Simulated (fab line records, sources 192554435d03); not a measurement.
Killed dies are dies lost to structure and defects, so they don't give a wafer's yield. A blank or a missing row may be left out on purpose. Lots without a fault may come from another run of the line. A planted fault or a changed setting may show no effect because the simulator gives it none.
A struck lot beside a sound one | flow n5_finfet | 37 steps out of a route of 1938
Sound: wafers L321.3, L321.4, L321.5. Struck: wafers L328.3, L328.5, L328.6. The cause comes at the end.
At each step with rows: each side's tool, then ch and its chambers, then its first start. Under that, the readings that differ: sound wafers | struck wafers | difference of the means | sigmas: that difference in standard deviations of wafers without a fault.
alike: readings whose means differ by less than 2 such deviations, and words and numbers that are the same on both sides. not compared: withheld readings, readings that some wafer has no value for, bounds like >300 that may hide the same value, and numbers for which the record gives no deviation and whose values overlap.
The two part at a step that has a row with sigmas, a row that says differs or no value, or rows on one side only. Numbers that don't overlap but have no deviation are shown without sigmas and don't part them. A reading that every wafer of one side lacks parts them only if that side has two wafers or more.

first, 9 steps without rows for these wafers: N5_BEOL_M4_ANNEAL_95 (time 240 s); N5_BEOL_M4_SPUTTER_96 (material Cu, target thk 4.5 nm, time 8.29 s); N5_BEOL_M4_ECD_50 (material Cu, target thk 300 nm); N5_BEOL_M4_ANNEAL_51 (time 90 s); N5_BEOL_M4_CMP_52 (polishes, stops on SiOC, t overpolish 6.8 s, target thk 40 nm); N5_BEOL_M4_PRE_CLEAN_60 (time 15 s); N5_BEOL_M4_CO_CAP_55 (material Co, precursor CCTBA/H2, target thk 2 nm, time 102.1 s); N5_BEOL_M4_PRE_CLEAN_56 (time 15 s); N5_BEOL_M4_DEP_57 (deposits SiCN from 3MS/NH3, target thk 8 nm, time 14 s).
N5_BEOL_M4_RC_MEAS_101:
  sound on prober-02 ch 0, day 9 13:06; struck on prober-01 ch 0, day 11 16:41
  alike: DIBL_N, DIBL_P, IOFF_N, IOFF_P, ION_N, ION_P, SS_N, SS_P, VT_N, VT_P
then, 24 steps without rows for these wafers: N5_BEOL_M5_ILD_DEP_00 (deposits SiCOH lowk from DEMS/porogen, target thk 140.64 nm, time 25.9 s); N5_BEOL_M5_CURE_79 (cures SiCOH lowk, time 240 s); N5_BEOL_M5_PECVD_70 (deposits SiO2 from TEOS/O2, target thk 16 nm, time 18 s); N5_BEOL_M5_HM_DEP_02 (deposits TiN, target thk 20 nm); N5_BEOL_M5_COAT_59 (time 60 s, resist thk 60 nm); N5_BEOL_M5_COAT_60 (time 60 s, resist thk 12 nm); N5_BEOL_M5_COAT_71 (time 60 s, resist thk 5 nm); N5_BEOL_M5_COAT_05 (resist thk 30 nm); N5_BEOL_M5_EBR_07; N5_BEOL_M5_SOFTBAKE_06 (time 60 s); N5_BEOL_M5_EXPOSE_08 (exposes mask M5, target cd 28 nm); N5_BEOL_M5_PEB_09 (peb time 60 s); N5_BEOL_M5_DEVELOP_10 (develop time 30 s); N5_BEOL_M5_DESCUM_16 (chemistry O2, time 7 s); N5_BEOL_M5_ETCH_72 (etches underlayer in N2/H2, target depth 6.5 nm, time 5.2 s); N5_BEOL_M5_ETCH_61 (etches SiARC in CF4, target depth 15.6 nm, time 26 s); N5_BEOL_M5_ETCH_62 (etches SOC in N2/H2, target depth 75 nm, overetch 15 nm, time 112.5 s); N5_BEOL_M5_STRIP_63 (strips in N2/H2); N5_BEOL_M5_STRIP_73 (strips in N2/H2); N5_BEOL_M5_STRIP_64 (strips in CF4); N5_BEOL_M5_HM_OPEN_17 (chemistry Cl2/BCl3, target TiN, target depth 20 nm, overetch 6 nm); N5_BEOL_M5_STRIP_19 (strips in O2); N5_BEOL_M5_COAT_65 (time 60 s, resist thk 60 nm); N5_BEOL_M5_COAT_66 (time 60 s, resist thk 12 nm).
-- the record jumps here: 5 days lie between the struck wafers' starts before and after (it left off in module BEOL_M5 and takes up again in module PASSIVATION, whose first step shown is number 1936 of the route) --
N5_PASSIVATION_PASS_ETCH_74: etches SiNx in CF4/O2, target depth 220 nm, time 110 s.
  sound on rie_diel-06 ch 1,2,3, day 13 10:27; struck on rie_diel-01 ch 0,3, day 16 06:03
  no value came back on the struck wafers for any of 7 readings (O2_flow_sccm (sccm), bias_w (W) and others); on the sound wafers O2_flow_sccm (sccm) reads 10.042 10.021 9.999
  not compared: rf_hours_counter_h, model.coat_of_PASSIVATION_COAT_04.thk_nm
N5_PASSIVATION_VIA_ETCH_13: etches SiO2 in CHF3/O2, target depth 660 nm, time 330 s.
  sound on rie_diel-06 ch 1,2,3, day 13 10:32; struck on rie_diel-01 ch 0,3, day 16 06:08
  reading                | sound             | struck            | difference | sigmas
  etch_rf_on_time_s (s)  | 234 240 241       | 825 825 825       | +587       | +95
  oes_product_au (a.u.)  | 0.76 0.76 0.62    | 0.30 0.31 0.34    | -0.40      | -4
  throttle_valve_pct (%) | 18.76 18.81 19.33 | 18.45 18.42 18.30 | -0.58      | -2
  alike: CHF3_flow_sccm, O2_flow_sccm, drypump_motor_current_A, rf_vpp_V, showerhead_plenum_p_Torr
  not compared: rf_hours_counter_h, model.coat_of_PASSIVATION_COAT_04.thk_nm
N5_PASSIVATION_PROBE_49:
  the record has rows for the struck wafers here (prober-02, day 16 13:43) and none for the sound ones

WHERE THEY PART
First at N5_PASSIVATION_PASS_ETCH_74; last, within this record, at N5_PASSIVATION_PROBE_49.

WHY: what the simulator had put in
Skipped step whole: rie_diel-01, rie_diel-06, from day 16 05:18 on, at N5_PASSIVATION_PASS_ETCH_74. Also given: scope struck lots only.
